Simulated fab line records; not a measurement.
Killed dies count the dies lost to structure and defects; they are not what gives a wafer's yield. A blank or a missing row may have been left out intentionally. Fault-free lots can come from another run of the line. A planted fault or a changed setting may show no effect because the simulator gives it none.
Split-lot study :: flow n5 finfet :: 21 wafers read across 7 lots, on a route 1938 steps long

== THE SPLIT ==
At N5_BEOL_M14_SPUTTER_44 (material Ta, target thk 15 nm, time 24.19 s), the setting time s was moved away from the recipe's 24.19 s on 7 of the 21 wafers read, by -14.9% to +10.5%. This setting was run at the recipe's value on the other wafers.

The split's own step is where the reading is taken.

== THE READING ==
Ta_of_BEOL_M14_SPUTTER_44.thk nm (the simulator's own value, which no gauge read), in nm, at N5_BEOL_M14_SPUTTER_44 (material Ta, target thk 15 nm, time 24.19 s). No usual value for it is given in the file. Across the 14 wafers here that went through the recipe, the average is 14.9 nm and the standard deviation 0.21 nm.

wafer: L076.2
tool, chamber at the split: pvd sputter-02, -
time s as run, s: 26.73
against the recipe: +10.5%
Ta_of_BEOL_M14_SPUTTER_44.thk nm, nm: 17.2
against lot-mates on the recipe: no lot-mate on the recipe

wafer: L076.3
tool, chamber at the split: pvd sputter-02, -
time s as run, s: 26.73
against the recipe: +10.5%
Ta_of_BEOL_M14_SPUTTER_44.thk nm, nm: 17.2
against lot-mates on the recipe: no lot-mate on the recipe

wafer: L076.4
tool, chamber at the split: pvd sputter-02, -
time s as run, s: 26.73
against the recipe: +10.5%
Ta_of_BEOL_M14_SPUTTER_44.thk nm, nm: 17
against lot-mates on the recipe: no lot-mate on the recipe

wafer: L080.1
tool, chamber at the split: pvd sputter-02, -
time s as run, s: 24.19
against the recipe: recipe
Ta_of_BEOL_M14_SPUTTER_44.thk nm, nm: 14.8
against lot-mates on the recipe: -

wafer: L080.4
tool, chamber at the split: pvd sputter-02, -
time s as run, s: 24.19
against the recipe: recipe
Ta_of_BEOL_M14_SPUTTER_44.thk nm, nm: 15.2
against lot-mates on the recipe: -

wafer: L080.6
tool, chamber at the split: pvd sputter-02, -
time s as run, s: 24.19
against the recipe: recipe
Ta_of_BEOL_M14_SPUTTER_44.thk nm, nm: 15.2
against lot-mates on the recipe: -

wafer: L081.2
tool, chamber at the split: pvd sputter-02, -
time s as run, s: 24.19
against the recipe: recipe
Ta_of_BEOL_M14_SPUTTER_44.thk nm, nm: 14.8
against lot-mates on the recipe: -

wafer: L081.4
tool, chamber at the split: pvd sputter-02, -
time s as run, s: 24.19
against the recipe: recipe
Ta_of_BEOL_M14_SPUTTER_44.thk nm, nm: 15.2
against lot-mates on the recipe: -

wafer: L081.5
tool, chamber at the split: pvd sputter-02, -
time s as run, s: 24.19
against the recipe: recipe
Ta_of_BEOL_M14_SPUTTER_44.thk nm, nm: 15.2
against lot-mates on the recipe: -

wafer: L082.1
tool, chamber at the split: pvd sputter-01, -
time s as run, s: 24.19
against the recipe: recipe
Ta_of_BEOL_M14_SPUTTER_44.thk nm, nm: 14.8
against lot-mates on the recipe: -

wafer: L082.6
tool, chamber at the split: pvd sputter-01, -
time s as run, s: 24.19
against the recipe: recipe
Ta_of_BEOL_M14_SPUTTER_44.thk nm, nm: 14.8
against lot-mates on the recipe: -

wafer: L082.2
tool, chamber at the split: pvd sputter-01, -
time s as run, s: 24.19
against the recipe: recipe
Ta_of_BEOL_M14_SPUTTER_44.thk nm, nm: 15
against lot-mates on the recipe: -

wafer: L088.2
tool, chamber at the split: pvd sputter-01, -
time s as run, s: 20.59
against the recipe: -14.9%
Ta_of_BEOL_M14_SPUTTER_44.thk nm, nm: 12.6
against lot-mates on the recipe: -2.0

wafer: L088.5
tool, chamber at the split: pvd sputter-01, -
time s as run, s: 20.59
against the recipe: -14.9%
Ta_of_BEOL_M14_SPUTTER_44.thk nm, nm: 12.4
against lot-mates on the recipe: -2.2

wafer: L088.6
tool, chamber at the split: pvd sputter-01, -
time s as run, s: 24.19
against the recipe: recipe
Ta_of_BEOL_M14_SPUTTER_44.thk nm, nm: 14.6
against lot-mates on the recipe: -

wafer: L097.2
tool, chamber at the split: pvd sputter-01, -
time s as run, s: 25.14
against the recipe: +3.9%
Ta_of_BEOL_M14_SPUTTER_44.thk nm, nm: 15.4
against lot-mates on the recipe: +0.8

wafer: L097.4
tool, chamber at the split: pvd sputter-01, -
time s as run, s: 25.14
against the recipe: +3.9%
Ta_of_BEOL_M14_SPUTTER_44.thk nm, nm: 15.2
against lot-mates on the recipe: +0.6

wafer: L097.5
tool, chamber at the split: pvd sputter-01, -
time s as run, s: 24.19
against the recipe: recipe
Ta_of_BEOL_M14_SPUTTER_44.thk nm, nm: 14.6
against lot-mates on the recipe: -

wafer: L095.2
tool, chamber at the split: pvd sputter-02, -
time s as run, s: 24.19
against the recipe: recipe
Ta_of_BEOL_M14_SPUTTER_44.thk nm, nm: 15
against lot-mates on the recipe: -

wafer: L095.3
tool, chamber at the split: pvd sputter-02, -
time s as run, s: 24.19
against the recipe: recipe
Ta_of_BEOL_M14_SPUTTER_44.thk nm, nm: 15
against lot-mates on the recipe: -

wafer: L095.4
tool, chamber at the split: pvd sputter-02, -
time s as run, s: 24.19
against the recipe: recipe
Ta_of_BEOL_M14_SPUTTER_44.thk nm, nm: 14.8
against lot-mates on the recipe: -

THE FIT
A straight line over all 21 wafers: Ta_of_BEOL_M14_SPUTTER_44.thk nm changes by +0.179 nm for each +1% of time s; r = +0.98; the points scatter about the line by 0.26 nm.
The same after taking each lot's own level away (the mean of its wafers on the recipe; 18 wafers): +0.144 nm for each +1%; r = +0.98; scatter 0.15 nm.
According to that fit, moving time s by its largest amount changes the reading by 2.1 nm.
The lots' own levels span 14.60 to 15.07 nm, that is 2.2 times the standard deviation above.
Thus the slope moves with the lot-to-lot level: the two fits are different.
Check: for one of the wafers moved furthest among these (-14.9%), held out of the fit, the line's prediction against its lot-mates is -2.25 nm. It came out at -2 nm against them.

== FURTHER SPLITS ON THESE WAFERS ==
Before the reading, these wafers also passed through other splits. Each is held against what the fit with the lots' levels taken away leaves over:
other split on the same wafers: N5_BEOL_M12_EXPOSE_07 dose mj
wafers away from the commonest value: 9
r with Ta_of_BEOL_M14_SPUTTER_44.thk nm (lot level and that fit taken away): -0.06

other split on the same wafers: N5_BEOL_M12_ETCH_67 source w
wafers away from the commonest value: 3
r with Ta_of_BEOL_M14_SPUTTER_44.thk nm (lot level and that fit taken away): +0.01

other split on the same wafers: N5_BEOL_M14_ILD_DEP_00 time s
wafers away from the commonest value: 3
r with Ta_of_BEOL_M14_SPUTTER_44.thk nm (lot level and that fit taken away): +0.03

other split on the same wafers: N5_BEOL_M14_EXPOSE_07 dose mj
wafers away from the commonest value: 7
r with Ta_of_BEOL_M14_SPUTTER_44.thk nm (lot level and that fit taken away): -0.01

== THE FILE'S OWN FIT ==
Ta_of_BEOL_M14_SPUTTER_44.thk nm changes by +0.144 nm for each +1% of time s, r = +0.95.
